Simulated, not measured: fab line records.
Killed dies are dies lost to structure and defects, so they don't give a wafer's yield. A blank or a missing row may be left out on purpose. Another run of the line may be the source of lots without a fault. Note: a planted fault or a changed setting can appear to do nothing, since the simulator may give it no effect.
Which tool is to blame? ; flow nand-harc ; Sampling: 11 lots, 33 wafers, 5 of 1159 route steps

== WHAT THE GAUGES READ, wafer by wafer ==
NHARC_A_BONDPAD_THK_MEAS_20: measures by xrf. Usual: thk-nm reads 169.5 nm (standard deviation 1.6).
lot;measured;on;thk-nm (nm);flag
L524;day 18 01:46;film-metro-01;169.7 167.2 167.3;
L526;day 18 03:41;film-metro-01;171.3 171.0 170.8;
L525;day 18 04:08;film-metro-02;167.9 172.0 169.7;
L527;day 18 06:55;film-metro-02;169.7 169.9 169.4;
L530;day 19 05:21;film-metro-01;171.3 169.6 167.2;
L537;day 20 16:28;film-metro-01;168.8 169.7 168.9;
L541;day 21 23:46;film-metro-02;168.9 167.6 168.3;
L540;day 22 04:13;film-metro-02;169.2 170.3 170.4;
L542;day 22 16:10;film-metro-01;168.9 168.9 168.5;
L547;day 23 14:29;film-metro-02;168.5 166.3 167.5;
L546;day 24 14:58;film-metro-02;171.4 170.6 170.7;

NHARC_A_BONDPAD_INSPECT_23. Usual: raw-defect-count reads 458 (standard deviation 110).
lot;measured;on;raw-defect-count;flag
L524;day 18 02:00;defect-inspect-02;390 426 420;
L526;day 18 03:55;defect-inspect-01;411 649 437;
L525;day 18 04:23;defect-inspect-01;481 508 547;
L527;day 18 07:08;defect-inspect-01;494 319 360;
L530;day 19 05:35;defect-inspect-01;395 393 567;
L537;day 20 16:40;defect-inspect-02;453 485 383;
L541;day 21 23:59;defect-inspect-01;666 599 474;
L540;day 22 04:25;defect-inspect-01;480 569 644;
L542;day 22 16:22;defect-inspect-02;540 431 468;
L547;day 23 14:41;defect-inspect-01;330 303 396;
L546;day 24 15:11;defect-inspect-02;323 380 406;

NHARC_END_SORT_01. Usual: defect-limited-yield 95.3 %, standard deviation 1.7; killed-at-array 28, standard deviation 11; killed-at-other 0.7, standard deviation 1.1; killed-at-periphery 2.9, standard deviation 2; killed-dies 32, standard deviation 11; killed-open 3.2, standard deviation 1.8; killed-short 2.0, standard deviation 1.4; sort_bin_2_pct 1.5 %, standard deviation 0.67; sort_bin_3_pct 0.28 %, standard deviation 0.24; sort_bin_4_pct 2.9 %, standard deviation 1.1; sort-n-pass 645, standard deviation 11; sort-rim-yield-pct 95.7 %, standard deviation 2.6; sort-yield-pct 95.3 %, standard deviation 1.7.
lot;measured;on;defect-limited-yield (%);killed-at-array;killed-at-other;killed-at-periphery;killed-dies;killed-open;killed-short;sort_bin_2_pct (%);sort_bin_3_pct (%);sort_bin_4_pct (%);sort-n-pass;sort-rim-yield-pct (%);sort-yield-pct (%);flag
L537;day 22 04:53;prober-01;0 95.0 94.8;31 28 30;644 1 1;2 5 4;677 34 35;3 6 4;6 5 4;96.6 2.1 1.8;0.59 0.30 0.30;2.8 2.7 3.1;0 643 642;0 93.4 90.6;0 95.0 94.8;OFF
L541;day 23 07:37;prober-01;96.0 96.2 93.4;24 23 41;0 0 1;3 3 3;27 26 45;1 1 5;1 4 1;1.3 1.5 1.8;0.15 0 0.44;2.5 2.4 4.4;650 651 632;98.1 99.1 98.1;96.0 96.2 93.4;

== WHICH TOOL RAN EACH LOT (tool, then ch and the chambers of the sampled wafers, then the start) ==
lot;NHARC_THIN_TSV_DEP_43;NHARC_THIN_TSV_DEGAS_49
L524;pecvd-04 ch 0,2, day 18 20:57;pvd-sputter-01, day 19 00:34
L526;pecvd-04 ch 0,2, day 18 19:45;pvd-sputter-02, day 18 23:21
L525;pecvd-02 ch 0,1,2, day 18 23:23;pvd-sputter-03, day 19 03:00
L527;pecvd-04 ch 0,1, day 18 22:18;pvd-sputter-01, day 19 01:50
L530;pecvd-02 ch 1,2, day 19 17:07;pvd-sputter-01, day 19 20:33
L537;pecvd-01 ch 0,1,2, day 21 07:53;pvd-sputter-03, day 21 11:59
L541;pecvd-04 ch 0,1, day 22 13:55;pvd-sputter-03, day 22 17:57
L540;pecvd-04 ch 0,1, day 22 15:10;pvd-sputter-02, day 22 18:46
L542;pecvd-04 ch 0,2, day 23 04:59;pvd-sputter-03, day 23 08:37
L547;pecvd-04 ch 0,1,2, day 24 02:19;pvd-sputter-02, day 24 05:49
L546;pecvd-01 ch 0,2, day 25 02:55;pvd-sputter-01, day 25 06:26
- NHARC_THIN_TSV_DEP_43: deposits SiO2, target thk 1328.5 nm.
- NHARC_THIN_TSV_DEGAS_49: time 120 s.

== WHAT THE TOOLS THEMSELVES READ (means of the sampled wafers that have a number; where no wafer has one, the mark that the record gives instead) ==
NHARC_THIN_TSV_DEP_43. Usual: chamber-pressure-Torr 6.501 Torr, standard deviation 0.014; throttle-valve-pct 16.1 %, standard deviation 0.59.
lot;tool;chamber-pressure-Torr (Torr);throttle-valve-pct (%);flag
L524;pecvd-04;6.510;15.9;
L526;pecvd-04;6.503;16.0;
L525;pecvd-02;6.503;15.7;
L527;pecvd-04;6.491;16.6;
L530;pecvd-02;6.501;15.4;
L537;pecvd-01;6.498;15.8;
L541;pecvd-04;6.493;16.7;
L540;pecvd-04;6.503;16.7;
L542;pecvd-04;6.490;15.9;
L547;pecvd-04;6.520;16.4;
L546;pecvd-01;6.494;16.0;

NHARC_THIN_TSV_DEGAS_49. Usual: heater-power-w reads 485 W (standard deviation 49).
lot;tool;heater-power-w (W);flag
L524;pvd-sputter-01;455;
L526;pvd-sputter-02;502;
L525;pvd-sputter-03;432;
L527;pvd-sputter-01;519;
L530;pvd-sputter-01;479;
L537;pvd-sputter-03;493;
L541;pvd-sputter-03;467;
L540;pvd-sputter-02;524;
L542;pvd-sputter-03;502;
L547;pvd-sputter-02;486;
L546;pvd-sputter-01;442;

== THE ANSWER, worked out from the rows above alone ==
Rule: take the mean of a lot's wafers that have a number; if it is more than 3 standard deviations from the usual mean, the lot is off. Also off: a lot with no number at a reading for which 4 or more lots have one. Where the step has rows for the other lots, those lots are counted as sound. After the gauges, taken in route order, come the tools' own readings; for these a lot's mean is taken, as printed above. At the first step where some lot is off, the reading lying furthest off is the one used; lots without a number count as furthest.
Off at NHARC_END_SORT_01 (killed-at-other): L537. Neither off nor sound, because the step has no rows for them: L524, L526, L525, L527, L530, L540, L542, L547, L546.
A tool fits if, at a process step before that reading, it ran every lot that is off, and no sound lot after the first of them. The gauges at NHARC_END_SORT_01 are tried like those tools. One fits: NHARC_THIN_TSV_DEP_43 on pecvd-01. It ran no sound lot before its first lot that is off in this sample, so the start can't be narrowed down.

== WHAT THE SIMULATOR HAD PUT IN ==
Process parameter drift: pecvd-01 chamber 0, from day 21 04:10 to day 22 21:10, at NHARC_THIN_TSV_DEP_43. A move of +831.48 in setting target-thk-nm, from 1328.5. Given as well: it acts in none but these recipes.
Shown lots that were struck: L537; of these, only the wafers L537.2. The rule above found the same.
